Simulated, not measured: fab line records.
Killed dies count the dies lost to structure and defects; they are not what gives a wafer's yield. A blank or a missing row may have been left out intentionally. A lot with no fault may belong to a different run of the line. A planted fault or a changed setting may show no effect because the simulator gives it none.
fab line records	flow n5-finfet
[record] lots = 11	wafers = 31	last-day = 18
route steps=1938 shown BEOL_M13@1690 PASSIVATION@1936
lots that met no fault: from a run of the same line without faults
start-h: start of the lot's first displayed wafer, in hours after the record's first day	wait-h: hours elapsed since this lot's preceding step	" same as the row above	L1.1+2: several wafers, shown together as one row	- no value, or no start given	* or withheld: withheld	< > ~ a bound
route shown NAME@n: a module of which the file shows steps, and the number in the route of the first	usual: mean/standard deviation taken from wafers without a fault	same: alike in all rows	chamber/n: place in a boat	sites: per-site readings	_std_site: standard deviation of those values	_edge_site: outer sites' mean less inner sites'	radius-mm: how far each site lies from the wafer's centre	mask NAME#n: copy n	behind: the tool/chamber that last shaped the wafer	hold: why the lot was held/for how many hours/how that ended	device: the n, p or np transistor that did not switch	end of line: tests run on the same wafers once the route is complete	for a step that has no rows: nothing shown but its recipe	killed: not the wafer's yield, but the dies lost to structure and defects at the first sort	map: the dies of a wafer, with x for killed, . for not killed, _ for no die there
set.NAME: the setting as run; set.NAME@STEP: as run at that earlier step	model.NAME: the simulator's own value behind a step, which no gauge read
route steps across a sampled set of lots; one table per step, one row per wafer
services: the hour from which a tool's chamber was out of use, counted from the record's first day as start-h (under 0 if before that day), plus the number of hours and why
[[steps]]
[step N5_BEOL_M13_OVL_MEAS_29]
[recipe] points-per-wafer = 44
[usual] M13_OVL = 2/4.7
lot.wafer	tool	chamber	start-h	wait-h	M13_OVL[nm]
L558.3	overlay-01	0	246.82	0.0	15
L558.4	"	0	"	"	9
L558.5	"	0	"	"	6
L562.1	overlay-01	0	270.13	0.0	-6
L562.2	"	0	"	"	1
L562.4	"	0	"	"	-9
L561.5	overlay-02	0	278.29	0.0	5
L561.6	"	0	"	"	-4
L563.1	overlay-02	0	295.43	0.0	-7
L563.5	"	0	"	"	-5
L570.3	overlay-02	0	316.39	0.0	0
L570.4	"	0	"	"	-4
L570.5	"	0	"	"	0
L573.4	overlay-02	0	335.82	0.0	2
L573.5	"	0	"	"	-8
L573.6	"	0	"	"	5
L574.2	overlay-01	0	338.96	0.0	0
L574.3	"	0	"	"	0
L574.6	"	0	"	"	2
L576.1	overlay-01	0	363.75	0.0	2
L576.4	"	0	"	"	-5
L576.5	"	0	"	"	4
L581.2	overlay-01	0	383.35	0.0	5
L581.3	"	0	"	"	11
L581.5	"	0	"	"	6
L578.1	overlay-02	0	391.57	0.0	9
L578.4	"	0	"	"	9
L578.5	"	0	"	"	10
L580.1	overlay-02	0	392.50	0.0	-2
L580.3	"	0	"	"	-4
L580.6	"	0	"	"	4
[step N5_BEOL_M13_ETCH_68]
[recipe] chemistry = N2/H2	target = SOC	mask-material = SiARC	source-w = 3000	bias-w = 350	temp-c = 40	time-s = 355	ion-energy-ev = 200	pressure-mtorr = 30	n2-flow-sccm = 200	h2-flow-sccm = 200
[usual] drypump-motor-current-A = 5.6/0.44	oes-product-au = 0.79/0.09	rf-vpp-V = 523.5/2	showerhead-plenum-p-Torr = 2.53/0.067	throttle-valve-pct = 17.77/0.24
lot.wafer	tool	chamber	start-h	wait-h	drypump-motor-current-A	oes-product-au	rf-hours-counter-h	rf-vpp-V	showerhead-plenum-p-Torr	throttle-valve-pct
L558.3	rie-diel-03	2	247.13	0.1	5.6	0.83	97	526.4	2.54	17.37
L558.4	"	3	"	"	6.0	0.76	164	524.7	2.54	17.93
L558.5	"	3	"	"	6.0	0.77	-	524.0	2.54	17.95
L562.1	rie-diel-02	2	270.37	0.1	5.4	0.73	190	526.2	2.62	17.53
L562.2	"	1	"	"	6.5	0.70	224	522.9	2.50	17.88
L562.4	"	2	"	"	5.4	0.72	-	526.3	2.62	17.51
L561.5	rie-diel-03	0	278.63	0.1	5.6	0.90	-	522.7	2.48	17.38
L561.6	"	3	"	"	6.0	0.75	-	522.0	2.54	17.95
L563.1	rie-diel-02	0	295.67	0.1	5.5	0.77	136	520.0	2.45	17.92
L563.5	"	1	"	"	6.5	0.69	-	523.2	2.50	17.90
L570.3	rie-diel-03	3	316.77	0.1	6.0	0.74	186	524.4	2.53	17.97
L570.4	"	0	"	"	5.6	0.87	48	522.8	2.48	17.43
L570.5	"	2	"	"	5.6	0.81	-	524.4	2.53	17.44
L573.4	rie-diel-02	1	336.14	0.1	6.5	0.68	244	522.4	2.49	17.90
L573.5	"	3	"	"	5.0	0.94	-	522.8	2.50	17.58
L573.6	"	0	"	"	5.6	0.76	-	520.4	2.45	17.95
L574.2	rie-diel-04	0	339.20	0.1	6.0	0.97	4	526.0	2.62	17.83
L574.3	"	3	"	"	5.2	0.67	250	525.2	2.62	18.09
L574.6	"	2	"	"	5.6	0.77	-	525.6	2.66	17.72
L576.1	rie-diel-02	3	364.18	0.1	5.1	0.90	32	522.0	2.50	17.59
L576.4	"	3	"	"	5.1	0.91	-	522.2	2.50	17.59
L576.5	"	2	"	"	5.4	0.70	-	526.0	2.61	17.59
L581.2	rie-diel-03	0	384.16	0.1	5.6	0.86	65	522.2	2.47	17.44
L581.3	"	2	"	"	5.6	0.79	136	522.6	2.53	17.43
L581.5	"	3	"	"	6.0	0.73	-	524.0	2.52	18.00
L578.1	rie-diel-02	0	391.93	0.1	5.5	0.75	165	520.7	2.44	17.98
L578.4	"	3	"	"	5.1	0.89	43	522.1	2.49	17.61
L578.5	"	0	"	"	5.5	0.76	-	521.1	2.44	17.97
L580.1	rie-diel-03	3	392.74	0.1	6.0	0.74	207	524.7	2.52	18.02
L580.3	"	2	"	"	5.6	0.79	138	524.8	2.52	17.45
L580.6	"	0	"	"	5.5	0.85	-	520.7	2.47	17.44
[step N5_BEOL_M13_SPUTTER_43]
[recipe] material = TaN	target-thk-a = 150	temp-c = 50	bias-v = 168.6	power-w = 15000	chamber-pressure-pa = 0.12	time-s = 24.19
[usual] cathode-dc-power-W = 15000/2.9	chamber-pressure-pa = 0.12002/0.00024	throttle-valve-pct = 29.9/0.86
lot.wafer	tool	chamber	start-h	wait-h	cathode-dc-power-W	chamber-pressure-pa	throttle-valve-pct
L558.3	pvd-sputter-01	-	248.13	0.0	14999	0.12009	30.4
L558.4	"	-	"	"	14999	0.12002	30.4
L558.5	"	-	"	"	15002	0.12014	30.4
L562.1	pvd-sputter-02	-	274.88	0.0	14997	0.11986	30.2
L562.2	"	-	"	"	14996	0.12007	28.1
L562.4	"	-	"	"	15002	0.12003	30.6
L561.5	pvd-sputter-03	-	282.88	0.0	15003	0.12051	29.3
L561.6	"	-	"	"	15006	0.12008	28.6
L563.1	pvd-sputter-03	-	296.84	0.0	15003	0.11986	31.0
L563.5	"	-	"	"	15001	0.11975	29.2
L570.3	pvd-sputter-03	-	320.84	0.0	15001	0.12032	29.4
L570.4	"	-	"	"	12123	0.12005	31.0
L570.5	"	-	"	"	15002	0.11961	28.7
L573.4	pvd-sputter-02	-	341.31	0.0	14994	0.12002	28.2
L573.5	"	-	"	"	15000	0.11989	30.7
L573.6	"	-	"	"	14999	0.12033	29.9
L574.2	pvd-sputter-01	-	341.93	0.0	15001	0.11971	30.6
L574.3	"	-	"	"	14997	0.11988	30.4
L574.6	"	-	"	"	14999	0.11934	30.3
L576.1	pvd-sputter-02	-	365.58	0.0	15003	0.12033	28.2
L576.4	"	-	"	"	14999	0.11995	30.9
L576.5	"	-	"	"	14997	0.12019	30.4
L581.2	pvd-sputter-01	-	385.19	0.0	15001	0.12005	30.3
L581.3	"	-	"	"	14999	0.11975	30.1
L581.5	"	-	"	"	15001	0.11989	30.4
L578.1	pvd-sputter-01	-	395.15	0.0	14998	0.11999	30.5
L578.4	"	-	"	"	14995	0.11982	31.1
L578.5	"	-	"	"	15002	0.12022	31.0
L580.1	pvd-sputter-03	-	395.39	0.0	15000	0.11997	28.7
L580.3	"	-	"	"	15001	0.12014	29.3
L580.6	"	-	"	"	14997	0.11985	28.6
[step N5_BEOL_M13_CMP_49]
[recipe] stop-on = SiOC	t-overpolish-s = 17.1	down-force-psi = 1	platen-rpm = 50	clearing-platen-down-force-psi = 1.5	clearing-platen-rpm = 50	post-cmp-clean = cu-alkaline	target-thk-nm = 420	clearing-platen-pad-velocity-m-s = 0.99484	pad-velocity-m-s = 0.99484
[usual] barrier-field-endpoint-s = 30.7/0.86	motor-current-A = 5.9/0.49
lot.wafer	tool	chamber	start-h	wait-h	barrier-field-endpoint-s	motor-current-A
L558.3	cmp-04	3	249.55	0.2	31.5	6.2
L558.4	"	2	"	"	30.8	6.2
L558.5	"	3	"	"	31.3	5.8
L562.1	cmp-02	3	275.62	0.3	29.6	4.6
L562.2	"	0	"	"	30.9	5.3
L562.4	"	1	"	"	29.9	6.2
L561.5	cmp-02	0	283.73	0.2	30.7	5.2
L561.6	"	1	"	"	30.1	6.1
L563.1	cmp-04	1	297.74	0.3	28.9	5.7
L563.5	"	2	"	"	31.4	6.4
L570.4	cmp-04	3	321.65	0.2	27.4	6.0
L570.3	"	1	"	"	29.9	6.1
L570.5	"	3	"	"	31.6	5.9
L573.4	cmp-02	0	342.09	0.2	31.7	5.3
L573.5	"	3	"	"	30.0	4.8
L573.6	"	0	"	"	30.7	5.5
L574.3	cmp-03	1	342.86	0.4	32.4	6.4
L574.2	"	2	"	"	29.9	6.5
L574.6	"	3	"	"	30.4	5.8
L576.1	cmp-03	1	366.40	0.3	31.1	6.0
L576.4	"	2	"	"	30.5	6.5
L576.5	"	0	"	"	29.4	5.9
L581.3	cmp-04	2	386.87	0.2	30.5	6.5
L581.2	"	3	"	"	31.0	5.8
L581.5	"	2	"	"	30.5	6.0
L578.4	cmp-02	2	395.88	0.1	30.5	6.6
L578.1	"	3	"	"	30.0	4.8
L578.5	"	2	"	"	31.1	6.3
L580.1	cmp-03	0	396.19	0.3	31.1	5.7
L580.3	"	1	"	"	31.3	6.1
L580.6	"	0	"	"	31.1	6.0
[step N5_BEOL_M13_DEP_53]
[recipe] material = SiCN	target-thk-a = 500	temp-c = withheld	precursor = 3MS/NH3	pressure-torr = 3	rf-w = 675	time-s = 17.8
[usual] showerhead-plenum-p-Torr = 4.148/0.015	throttle-valve-pct = 18.1/1.4
lot.wafer	tool	chamber	start-h	wait-h	showerhead-plenum-p-Torr	since-wet-clean-h	throttle-valve-pct
L558.3	pecvd-02	1	249.90	0.0	4.158	1498	18.3
L558.4	"	0	"	"	4.137	-	18.0
L558.5	"	2	"	"	4.169	-	16.6
L562.1	pecvd-04	1	275.98	0.0	4.140	1705	17.6
L562.2	"	0	"	"	4.167	316	16.7
L562.4	"	1	"	"	4.133	-	17.7
L561.5	pecvd-01	1	283.95	0.0	4.162	-	20.1
L561.6	"	2	"	"	4.143	-	16.8
L563.1	pecvd-01	0	298.10	0.0	4.135	1364	20.6
L563.5	"	2	"	"	4.150	-	16.9
L570.3	pecvd-01	2	321.97	0.0	4.157	634	16.8
L570.4	"	1	"	"	4.156	-	20.2
L570.5	"	2	"	"	4.152	-	17.1
L573.4	pecvd-02	1	342.42	0.0	4.155	-	17.9
L573.5	"	2	"	"	4.173	-	16.7
L573.6	"	0	"	"	4.145	-	18.2
L574.2	pecvd-01	2	343.14	0.0	4.140	656	17.1
L574.3	"	0	"	"	4.132	1410	20.6
L574.6	"	2	"	"	4.143	-	17.3
L576.1	pecvd-01	1	366.68	0.0	4.155	2158	20.0
L576.4	"	2	"	"	4.147	-	17.1
L576.5	"	1	"	"	4.166	-	20.0
L581.2	pecvd-01	2	387.20	0.0	4.157	700	17.4
L581.3	"	2	"	"	4.159	-	16.8
L581.5	"	2	"	"	4.141	-	17.0
L578.1	pecvd-02	2	396.24	0.0	4.178	165	16.9
L578.4	"	2	"	"	4.165	-	17.2
L578.5	"	0	"	"	4.127	-	18.1
L580.1	pecvd-02	1	396.51	0.0	4.162	1644	18.0
L580.3	"	2	"	"	4.166	165	16.8
L580.6	"	0	"	"	4.132	-	18.0
[step N5_PASSIVATION_PROBE_49]
[usual] defect-limited-yield = 91.0/1.4	killed_at_M0_to_M3 = 36/9.6	killed_at_M4_up = 14/6.1	killed-at-contacts = 13/6.6	killed-at-front-end = 40/11	killed-at-other = 3.2/2.9	killed-dies = 106/17	killed-open = 71/12	killed-short = 33/7.3	sort_bin_4_leakage = 0.02/0.11	sort_bin_5_function = 5.3/1	sort_bin_6_memory = 3.4/0.68	sort_bin_8_speed = 0.0/0.51	sort-n-pass = 1073/19	sort-yield-pct = 91.0/1.6
[same] gross-dies = 1180	killed-at-back-side = 0
lot.wafer	tool	chamber	start-h	wait-h	defect-limited-yield[%]	killed_at_M0_to_M3	killed_at_M4_up	killed-at-contacts	killed-at-front-end	killed-at-other	killed-dies	killed-open	killed-short	sort_bin_4_leakage[%]	sort_bin_5_function[%]	sort_bin_6_memory[%]	sort_bin_8_speed[%]	sort-n-pass	sort-yield-pct[%]
L558.3	prober-02	-	287.97	0.1	92.0	26	6	22	39	1	94	65	27	0	5.0	2.6	0	1086	92.0
L558.4	prober-02	-	288.02	0.2	92.9	33	9	22	19	1	84	58	23	0	4.7	2.0	0	1096	92.9
L558.5	prober-02	-	288.07	0.2	93.9	28	7	16	17	4	72	54	18	0.68	3.3	2.6	0	1100	93.2
L562.1	prober-02	-	302.80	0.0	91.4	47	16	7	28	4	102	76	26	0	5.3	3.2	0	1078	91.4
L562.2	prober-02	-	302.85	0.1	90.2	24	29	6	49	8	116	77	32	0	5.8	3.6	0	1064	90.2
L562.4	prober-02	-	302.95	0.2	92.6	30	8	10	35	4	87	53	33	0	4.6	2.7	0	1093	92.6
L561.5	prober-01	-	315.39	0.2	91.9	29	7	2	50	7	95	73	21	0	5.5	2.5	0	1085	91.9
L561.6	prober-01	-	315.44	0.3	92.0	25	16	11	37	5	94	58	34	0.17	4.7	2.6	0	1084	91.9
L563.1	prober-01	-	327.19	0.0	91.9	29	16	11	38	1	95	64	31	0	5.0	2.9	0	1085	91.9
L563.5	prober-01	-	327.39	0.2	90.3	39	11	15	50	0	115	75	40	0	6.4	3.1	0	1065	90.3
L570.3	prober-01	-	347.88	0.1	88.8	41	20	12	58	1	132	84	47	0	6.2	4.2	0	1048	88.8
L570.4	prober-01	-	347.93	0.2	89.2	42	16	17	52	0	127	76	49	0	6.5	4.1	0.1	1053	89.2
L570.5	prober-01	-	347.98	0.2	90.1	50	14	13	37	3	117	83	34	0	5.6	4.0	0	1063	90.1
L573.4	prober-01	-	371.56	0.2	91.3	39	6	7	50	1	103	75	28	0	5.5	3.1	0	1077	91.3
L573.5	prober-01	-	371.61	0.2	89.6	56	12	7	47	1	123	91	31	0	5.4	4.8	0	1057	89.6
L573.6	prober-01	-	371.66	0.3	91.0	29	12	9	54	2	106	73	33	0	4.8	3.6	0	1074	91.0
L574.2	prober-01	-	372.64	0.1	90.3	29	20	22	43	1	115	85	29	0	6.4	3.2	0	1065	90.3
L574.3	prober-01	-	372.69	0.1	87.3	33	27	19	70	1	150	99	48	0	7.8	4.6	0	1030	87.3
L574.6	prober-01	-	372.84	0.3	90.4	33	23	10	45	2	113	81	31	0	5.4	3.8	0	1067	90.4
L576.1	prober-02	-	391.42	0.0	89.7	46	9	13	47	6	121	81	33	0	6.0	3.8	0	1059	89.7
L576.4	prober-02	-	391.57	0.2	93.3	30	8	10	28	3	79	51	28	0	3.8	2.6	0	1101	93.3
L576.5	prober-02	-	391.62	0.2	91.9	40	13	17	26	0	96	62	33	0	4.9	3.0	0	1084	91.9
L581.2	prober-01	-	413.94	0.1	92.5	40	7	3	37	1	88	58	26	0	4.7	2.7	0	1092	92.5
L581.3	prober-01	-	413.99	0.1	92.4	38	13	11	26	2	90	64	23	0	5.3	2.4	0	1090	92.4
L581.5	prober-01	-	414.09	0.2	91.9	37	16	14	25	3	95	66	29	0	4.5	3.2	0	1085	91.9
L580.1	prober-01	-	425.14	0.0	90.6	43	5	10	51	2	111	76	34	0	5.3	3.9	0	1069	90.6
L580.3	prober-01	-	425.24	0.1	92.6	32	11	13	27	4	87	62	22	0	4.2	3.0	0	1093	92.6
L580.6	prober-01	-	425.39	0.3	93.0	23	11	21	28	0	83	64	18	0	4.1	2.8	0	1097	93.0
L578.1	prober-02	-	426.15	0.0	92.8	27	9	23	24	2	85	54	30	0	4.3	2.8	0	1095	92.8
L578.4	prober-02	-	426.30	0.2	92.9	26	16	11	25	6	84	58	22	0	3.8	3.1	0	1096	92.9
L578.5	prober-02	-	426.35	0.2	92.8	30	9	12	29	5	85	53	28	0	4.3	2.7	0	1095	92.8
// killed by level:class
L558.3 MOL_CONTACT_COAG:geometric-particle:open=17 BEOL_M3:geometric-particle:open=6 STI_FIN_REVEAL:geometric-particle:open=6 BEOL_M0_SAQP:geometric-particle:short=6 STARTING-WAFER:geometric-particle:open=6 MOL_CONTACT_COAG:geometric-particle:short=5 BEOL_M2:geometric-particle:open=5 STARTING-WAFER:geometric-particle:short=5
L558.4 MOL_CONTACT_COAG:geometric-particle:open=19 BEOL_M0_SAQP:geometric-particle:short=9 BEOL_M3:geometric-particle:open=8 BEOL_M0_SAQP:geometric-particle:open=5 BEOL_M2:geometric-particle:open=5 STI_FIN_REVEAL:geometric-particle:open=4 GATE_CUT:geometric-particle:open=3 MOL_CONTACT_COAG:geometric-particle:short=3
L558.5 MOL_CONTACT_COAG:geometric-particle:open=15 BEOL_M3:geometric-particle:open=8 BEOL_M0_SAQP:geometric-particle:open=6 STI_FIN_REVEAL:geometric-particle:open=4 BEOL_M3:geometric-particle:short=4 FIN_SAQP:geometric-particle:open=3 FIN_SAQP:geometric-particle:short=3 BEOL_M1:geometric-particle:short=3
L562.1 BEOL_M1:geometric-particle:open=13 BEOL_M3:geometric-particle:open=11 STI_FIN_REVEAL:geometric-particle:open=8 BEOL_M4:geometric-particle:open=7 MOL_CONTACT_COAG:geometric-particle:open=5 BEOL_M0_SAQP:geometric-particle:short=5 BEOL_M2:geometric-particle:open=5 GATE_CUT:geometric-particle:short=4
L562.2 BEOL_M4:geometric-particle:open=17 FIN_SAQP:geometric-particle:open=14 BEOL_M2:geometric-particle:open=14 FIN_SAQP:geometric-particle:short=8 STI_FIN_REVEAL:geometric-particle:open=7 DUMMY_GATE:geometric-particle:open=4 GATE_CUT:geometric-particle:short=4 MOL_CONTACT_COAG:geometric-particle:open=4
L562.4 FIN_SAQP:geometric-particle:open=8 FIN_SAQP:geometric-particle:short=8 MOL_CONTACT_COAG:geometric-particle:open=7 BEOL_M2:geometric-particle:open=6 BEOL_M0_SAQP:geometric-particle:short=6 STI_FIN_REVEAL:geometric-particle:open=5 BEOL_M0_SAQP:geometric-particle:open=5 BEOL_M3:geometric-particle:open=4
L561.5 FIN_SAQP:geometric-particle:open=15 BEOL_M2:geometric-particle:open=8 BEOL_M1:geometric-particle:open=7 GATE_CUT:geometric-particle:open=6 STI_FIN_REVEAL:geometric-particle:open=5 BEOL_M3:geometric-particle:open=5 ILD0:geometric-particle:short=4 GATE_CUT:geometric-particle:short=4
L561.6 BEOL_M2:geometric-particle:open=8 FIN_SAQP:geometric-particle:open=7 MOL_CONTACT_COAG:geometric-particle:short=6 BEOL_M4:geometric-particle:open=6 FIN_SAQP:geometric-particle:short=5 STI_FIN_REVEAL:geometric-particle:open=5 MOL_CONTACT_COAG:geometric-particle:open=5 BEOL_M4:geometric-particle:short=4
L563.1 STI_FIN_REVEAL:geometric-particle:open=13 MOL_CONTACT_COAG:geometric-particle:open=11 FIN_SAQP:geometric-particle:open=6 STI_FIN_REVEAL:geometric-particle:short=6 BEOL_M2:geometric-particle:open=6 FIN_SAQP:geometric-particle:short=5 BEOL_M3:geometric-particle:short=5 BEOL_M0_SAQP:geometric-particle:short=5
L563.5 FIN_SAQP:geometric-particle:open=15 FIN_SAQP:geometric-particle:short=14 MOL_CONTACT_COAG:geometric-particle:open=12 STI_FIN_REVEAL:geometric-particle:open=10 BEOL_M0_SAQP:geometric-particle:short=9 BEOL_M0_SAQP:geometric-particle:open=7 BEOL_M2:geometric-particle:open=7 BEOL_M3:geometric-particle:open=7
L570.3 BEOL_M0_SAQP:geometric-particle:open=20 FIN_SAQP:geometric-particle:short=15 FIN_SAQP:geometric-particle:open=15 BEOL_M0_SAQP:geometric-particle:short=11 MOL_CONTACT_COAG:geometric-particle:open=8 BEOL_M4:geometric-particle:open=8 STI_FIN_REVEAL:geometric-particle:open=7 DUMMY_GATE:geometric-particle:open=7
L570.4 FIN_SAQP:geometric-particle:short=14 FIN_SAQP:geometric-particle:open=13 MOL_CONTACT_COAG:geometric-particle:open=13 BEOL_M2:geometric-particle:open=13 BEOL_M0_SAQP:geometric-particle:short=9 BEOL_M0_SAQP:geometric-particle:open=8 DUMMY_GATE:geometric-particle:open=6 STARTING-WAFER:geometric-particle:short=5
L570.5 BEOL_M2:geometric-particle:open=15 BEOL_M0_SAQP:geometric-particle:short=11 MOL_CONTACT_COAG:geometric-particle:open=10 BEOL_M0_SAQP:geometric-particle:open=10 FIN_SAQP:geometric-particle:open=7 FIN_SAQP:geometric-particle:short=6 GATE_CUT:geometric-particle:open=6 BEOL_M3:geometric-particle:open=5
L573.4 FIN_SAQP:geometric-particle:open=17 STI_FIN_REVEAL:geometric-particle:open=11 BEOL_M0_SAQP:geometric-particle:open=10 BEOL_M2:geometric-particle:open=10 FIN_SAQP:geometric-particle:short=7 BEOL_M3:geometric-particle:open=7 DUMMY_GATE:geometric-particle:open=6 MOL_CONTACT_COAG:geometric-particle:open=6
L573.5 STI_FIN_REVEAL:geometric-particle:open=16 BEOL_M3:geometric-particle:open=14 BEOL_M0_SAQP:geometric-particle:open=13 BEOL_M4:geometric-particle:open=11 FIN_SAQP:geometric-particle:open=10 BEOL_M0_SAQP:geometric-particle:short=9 BEOL_M2:geometric-particle:open=7 FIN_SAQP:geometric-particle:short=6
L573.6 FIN_SAQP:geometric-particle:open=16 STI_FIN_REVEAL:geometric-particle:open=12 MOL_CONTACT_COAG:geometric-particle:open=8 FIN_SAQP:geometric-particle:short=7 BEOL_M0_SAQP:geometric-particle:short=7 BEOL_M0_SAQP:geometric-particle:open=6 BEOL_M4:geometric-particle:open=5 STI_FIN_REVEAL:geometric-particle:short=4
L574.2 MOL_CONTACT_COAG:geometric-particle:open=17 STI_FIN_REVEAL:geometric-particle:open=11 BEOL_M4:geometric-particle:open=9 BEOL_M0_SAQP:geometric-particle:open=8 BEOL_M1:geometric-particle:open=8 BEOL_M2:geometric-particle:open=7 DUMMY_GATE:geometric-particle:open=5 MOL_CONTACT_COAG:geometric-particle:short=5
L574.3 STI_FIN_REVEAL:geometric-particle:open=17 FIN_SAQP:geometric-particle:open=16 MOL_CONTACT_COAG:geometric-particle:open=13 BEOL_M4:geometric-particle:open=12 BEOL_M0_SAQP:geometric-particle:open=9 BEOL_M2:geometric-particle:open=8 DUMMY_GATE:geometric-particle:open=6 GATE_CUT:geometric-particle:short=6
L574.6 BEOL_M0_SAQP:geometric-particle:open=14 BEOL_M4:geometric-particle:open=12 STI_FIN_REVEAL:geometric-particle:open=12 MOL_CONTACT_COAG:geometric-particle:open=9 FIN_SAQP:geometric-particle:short=7 BEOL_M0_SAQP:geometric-particle:short=7 STI_FIN_REVEAL:geometric-particle:short=5 FIN_SAQP:geometric-particle:open=4
L576.1 STI_FIN_REVEAL:geometric-particle:open=17 BEOL_M2:geometric-particle:open=16 MOL_CONTACT_COAG:geometric-particle:open=10 BEOL_M3:geometric-particle:open=10 BEOL_M0_SAQP:geometric-particle:short=7 FIN_CUT:area-etch=7 BEOL_M4:geometric-particle:open=6 DUMMY_GATE:geometric-particle:open=5
L576.4 DUMMY_GATE:geometric-particle:open=9 BEOL_M2:geometric-particle:open=8 MOL_CONTACT_COAG:geometric-particle:open=7 FIN_SAQP:geometric-particle:short=5 BEOL_M0_SAQP:geometric-particle:short=5 BEOL_M0:geometric-particle:open=5 BEOL_M0_SAQP:geometric-particle:open=4 STARTING-WAFER:geometric-particle:short=4
L576.5 MOL_CONTACT_COAG:geometric-particle:open=13 BEOL_M3:geometric-particle:open=13 BEOL_M0_SAQP:geometric-particle:short=7 FIN_SAQP:geometric-particle:short=6 BEOL_M2:geometric-particle:open=6 DUMMY_GATE:geometric-particle:open=5 STI_FIN_REVEAL:geometric-particle:open=4 GATE_CUT:geometric-particle:short=4
L581.2 BEOL_M3:geometric-particle:open=13 FIN_SAQP:geometric-particle:short=10 BEOL_M2:geometric-particle:open=9 STI_FIN_REVEAL:geometric-particle:open=8 DUMMY_GATE:geometric-particle:open=6 BEOL_M3:geometric-particle:short=6 BEOL_M1:geometric-particle:open=5 FIN_SAQP:geometric-particle:open=4
L581.3 MOL_CONTACT_COAG:geometric-particle:open=10 BEOL_M0_SAQP:geometric-particle:open=9 BEOL_M0_SAQP:geometric-particle:short=7 FIN_SAQP:geometric-particle:open=6 BEOL_M0:geometric-particle:open=5 BEOL_M2:geometric-particle:open=5 BEOL_M4:geometric-particle:open=4 GATE_CUT:geometric-particle:short=4
L581.5 MOL_CONTACT_COAG:geometric-particle:open=13 BEOL_M0_SAQP:geometric-particle:open=11 FIN_SAQP:geometric-particle:open=9 BEOL_M0_SAQP:geometric-particle:short=8 BEOL_M2:geometric-particle:open=6 BEOL_M8:geometric-particle:open=6 BEOL_M4:geometric-particle:open=4 BEOL_M3:geometric-particle:open=4
L580.1 BEOL_M2:geometric-particle:open=21 STI_FIN_REVEAL:geometric-particle:open=19 MOL_CONTACT_COAG:geometric-particle:open=8 FIN_SAQP:geometric-particle:open=7 FIN_SAQP:geometric-particle:short=7 GATE_CUT:geometric-particle:short=5 STARTING-WAFER:geometric-particle:short=5 BEOL_M0_SAQP:geometric-particle:short=4
L580.3 MOL_CONTACT_COAG:geometric-particle:open=10 BEOL_M0_SAQP:geometric-particle:open=9 BEOL_M2:geometric-particle:open=8 BEOL_M4:geometric-particle:open=7 STI_FIN_REVEAL:geometric-particle:open=5 DUMMY_GATE:geometric-particle:open=5 BEOL_M1:geometric-particle:open=5 MOL_CONTACT_COAG:geometric-particle:short=3
L580.6 MOL_CONTACT_COAG:geometric-particle:open=16 FIN_SAQP:geometric-particle:open=7 STI_FIN_REVEAL:geometric-particle:open=7 BEOL_M2:geometric-particle:open=7 BEOL_M0_SAQP:geometric-particle:open=5 MOL_CONTACT_COAG:geometric-particle:short=5 BEOL_M1:geometric-particle:open=5 BEOL_M4:geometric-particle:open=4
L578.1 MOL_CONTACT_COAG:geometric-particle:open=19 STARTING-WAFER:geometric-particle:short=6 BEOL_M2:geometric-particle:open=5 BEOL_M0_SAQP:geometric-particle:open=5 BEOL_M3:geometric-particle:open=5 MOL_CONTACT_COAG:geometric-particle:short=4 BEOL_M0_SAQP:geometric-particle:short=4 BEOL_M4:geometric-particle:open=4
L578.4 MOL_CONTACT_COAG:geometric-particle:open=9 DUMMY_GATE:geometric-particle:open=7 BEOL_M0_SAQP:geometric-particle:short=5 BEOL_M2:geometric-particle:open=5 BEOL_M4:geometric-particle:open=5 STI_FIN_REVEAL:geometric-particle:open=4 GATE_CUT:geometric-particle:short=4 BEOL_M0_SAQP:geometric-particle:open=4
L578.5 MOL_CONTACT_COAG:geometric-particle:open=11 BEOL_M2:geometric-particle:open=7 FIN_SAQP:geometric-particle:short=5 BEOL_M1:geometric-particle:open=5 BEOL_M4:geometric-particle:open=5 BEOL_M0_SAQP:geometric-particle:open=4 BEOL_M0_SAQP:geometric-particle:short=4 BEOL_M0:geometric-particle:short=4
[[services]]
tool	chamber	start-h	hours	kind
cmp-03	-	231.85	4.0	pm
cmp-03	-	235.85	9.1	pm
pecvd-04	-	253.36	2.4	repair
pecvd-02	-	260.38	0.8	repair
cmp-04	-	261.59	1.2	repair
cmp-02	-	293.71	4.0	pm
pvd-sputter-01	-	302.54	1.3	repair
cmp-02	-	314.48	2.0	repair
cmp-04	-	315.22	1.1	repair
cmp-04	-	325.38	1.0	repair
rie-diel-02	1	325.70	5.8	repair
pvd-sputter-01	-	331.05	9.3	repair
rie-diel-02	-	336.72	1.5	repair
rie-diel-02	0	338.68	16.4	repair
cmp-03	-	341.78	1.0	repair
rie-diel-02	1	345.34	5.4	repair
rie-diel-03	1	345.36	16.0	repair
cmp-03	-	345.64	2.1	repair
pecvd-02	-	347.99	6.0	pm
cmp-03	-	367.94	4.1	repair
rie-diel-03	0	377.86	4.7	repair
pvd-sputter-03	-	386.79	2.2	repair
pvd-sputter-02	-	391.45	3.8	repair
cmp-02	-	392.56	2.7	repair
[[key]]
[first-sign] step = N5_BEOL_M13_SPUTTER_43	reading = cathode-dc-power-W	direction = down	sigmas = 99+	usual = *	struck = *
[effect] step = N5_BEOL_M13_CMP_49	reading = barrier-field-endpoint-s	direction = down	sigmas = 3.9	usual = 30.7	struck = 27.4
met-at N5_BEOL_M13_SPUTTER_43
struck-lots L570
struck-wafers L570.4
not-acting-at N5_BEOL_M13_OVL_MEAS_29,N5_BEOL_M13_ETCH_68,N5_BEOL_M13_DEP_53
onset-between 296.84 320.84
[fault] kind = process-parameter-drift	tool = pvd-sputter-03	chamber = -	onset-h = 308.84	steps = N5_BEOL_M13_SPUTTER_43	channel = power-w	offset = *	shape = step	end-h = 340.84	acts-in = *	stated = *	scope = struck-wafers-only
